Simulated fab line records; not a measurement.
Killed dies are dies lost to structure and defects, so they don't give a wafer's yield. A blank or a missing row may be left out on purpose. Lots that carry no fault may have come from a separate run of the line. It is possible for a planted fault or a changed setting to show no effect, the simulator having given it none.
Chamber matching / flow n5-finfet / N5_BEOL_M9_STRIP_36 on rie-diel-02: 4 sister chambers
The step strips in N2/H2. 20 wafers are shown with their chamber, then 10 later ones without.

EACH WAFER AND ITS CHAMBER
wafer=L074.1; chamber=1; showerhead-plenum-p-Torr (Torr)=2.65; throttle-valve-pct (%)=23.4; oes-product-au (a.u.)=0.73
wafer=L074.3; chamber=0; showerhead-plenum-p-Torr (Torr)=2.57; throttle-valve-pct (%)=23.6; oes-product-au (a.u.)=0.84
wafer=L074.5; chamber=2; showerhead-plenum-p-Torr (Torr)=2.46; throttle-valve-pct (%)=23.6; oes-product-au (a.u.)=0.79
wafer=L078.1; chamber=0; showerhead-plenum-p-Torr (Torr)=2.57; throttle-valve-pct (%)=23.6; oes-product-au (a.u.)=0.83
wafer=L078.2; chamber=2; showerhead-plenum-p-Torr (Torr)=2.46; throttle-valve-pct (%)=23.6; oes-product-au (a.u.)=0.77
wafer=L078.3; chamber=1; showerhead-plenum-p-Torr (Torr)=2.64; throttle-valve-pct (%)=23.5; oes-product-au (a.u.)=0.71
wafer=L078.4; chamber=3; showerhead-plenum-p-Torr (Torr)=2.46; throttle-valve-pct (%)=24.4; oes-product-au (a.u.)=0.78
wafer=L078.5; chamber=1; showerhead-plenum-p-Torr (Torr)=2.64; throttle-valve-pct (%)=23.4; oes-product-au (a.u.)=0.72
wafer=L078.6; chamber=0; showerhead-plenum-p-Torr (Torr)=2.57; throttle-valve-pct (%)=23.6; oes-product-au (a.u.)=0.83
wafer=L081.1; chamber=3; showerhead-plenum-p-Torr (Torr)=2.46; throttle-valve-pct (%)=24.3; oes-product-au (a.u.)=0.79
wafer=L081.3; chamber=0; showerhead-plenum-p-Torr (Torr)=2.57; throttle-valve-pct (%)=23.7; oes-product-au (a.u.)=0.83
wafer=L081.5; chamber=2; showerhead-plenum-p-Torr (Torr)=2.46; throttle-valve-pct (%)=23.6; oes-product-au (a.u.)=0.79
wafer=L080.1; chamber=3; showerhead-plenum-p-Torr (Torr)=2.46; throttle-valve-pct (%)=24.3; oes-product-au (a.u.)=0.78
wafer=L080.3; chamber=0; showerhead-plenum-p-Torr (Torr)=2.57; throttle-valve-pct (%)=23.6; oes-product-au (a.u.)=0.84
wafer=L080.4; chamber=1; showerhead-plenum-p-Torr (Torr)=2.64; throttle-valve-pct (%)=23.4; oes-product-au (a.u.)=0.71
wafer=L082.1; chamber=3; showerhead-plenum-p-Torr (Torr)=2.46; throttle-valve-pct (%)=24.3; oes-product-au (a.u.)=0.78
wafer=L082.4; chamber=2; showerhead-plenum-p-Torr (Torr)=2.45; throttle-valve-pct (%)=23.6; oes-product-au (a.u.)=0.77
wafer=L082.6; chamber=1; showerhead-plenum-p-Torr (Torr)=2.64; throttle-valve-pct (%)=23.4; oes-product-au (a.u.)=0.72
wafer=L090.1; chamber=3; showerhead-plenum-p-Torr (Torr)=2.46; throttle-valve-pct (%)=24.4; oes-product-au (a.u.)=0.77
wafer=L090.4; chamber=1; showerhead-plenum-p-Torr (Torr)=2.64; throttle-valve-pct (%)=23.5; oes-product-au (a.u.)=0.71

SIGNATURES (averages over the wafers above)
reading=showerhead-plenum-p-Torr; chamber 0=2.5700; chamber 1=2.6417; chamber 2=2.4575; chamber 3=2.4600; scatter within a chamber=0.00315
reading=throttle-valve-pct; chamber 0=23.620; chamber 1=23.433; chamber 2=23.600; chamber 3=24.340; scatter within a chamber=0.0456
reading=oes-product-au; chamber 0=0.8340; chamber 1=0.7167; chamber 2=0.7800; chamber 3=0.7800; scatter within a chamber=0.00811
Rule: a wafer lies at a distance from a chamber equal to the root of the sum of squares, over the readings, of (its reading less the chamber's mean, divided by the reading's scatter). The wafer belongs to the nearest chamber; if the next one is less than 2 further off, it can't be placed. How the scatter is found: for the shown wafers, subtract from each reading the mean of its chamber, square and add these, divide the total by (wafers less chambers), then take the root.

WAFERS WHOSE CHAMBER IS MISSING
wafer=L090.6; showerhead-plenum-p-Torr (Torr)=2.45; throttle-valve-pct (%)=23.6; oes-product-au (a.u.)=0.76
wafer=L091.1; showerhead-plenum-p-Torr (Torr)=2.45; throttle-valve-pct (%)=23.6; oes-product-au (a.u.)=0.76
wafer=L091.2; showerhead-plenum-p-Torr (Torr)=2.45; throttle-valve-pct (%)=24.4; oes-product-au (a.u.)=0.76
wafer=L091.4; showerhead-plenum-p-Torr (Torr)=2.63; throttle-valve-pct (%)=23.5; oes-product-au (a.u.)=0.70
wafer=L094.3; showerhead-plenum-p-Torr (Torr)=2.56; throttle-valve-pct (%)=23.6; oes-product-au (a.u.)=0.79
wafer=L094.4; showerhead-plenum-p-Torr (Torr)=2.63; throttle-valve-pct (%)=23.5; oes-product-au (a.u.)=0.68
wafer=L094.5; showerhead-plenum-p-Torr (Torr)=2.45; throttle-valve-pct (%)=24.4; oes-product-au (a.u.)=0.76
wafer=L093.2; showerhead-plenum-p-Torr (Torr)=2.45; throttle-valve-pct (%)=23.6; oes-product-au (a.u.)=0.74
wafer=L093.4; showerhead-plenum-p-Torr (Torr)=2.63; throttle-valve-pct (%)=23.5; oes-product-au (a.u.)=0.69
wafer=L093.6; showerhead-plenum-p-Torr (Torr)=2.45; throttle-valve-pct (%)=24.4; oes-product-au (a.u.)=0.75

EACH ONE'S CHAMBER
wafer=L090.6; from the rows above=2; in truth=2
wafer=L091.1; from the rows above=2; in truth=2
wafer=L091.2; from the rows above=3; in truth=3
wafer=L091.4; from the rows above=1; in truth=1
wafer=L094.3; from the rows above=0; in truth=0
wafer=L094.4; from the rows above=1; in truth=1
wafer=L094.5; from the rows above=3; in truth=3
wafer=L093.2; from the rows above=2; in truth=2
wafer=L093.4; from the rows above=1; in truth=1
wafer=L093.6; from the rows above=3; in truth=3
10 of 10 placed correctly. From these rows, 0 cannot be placed. Wrongly placed: 0.
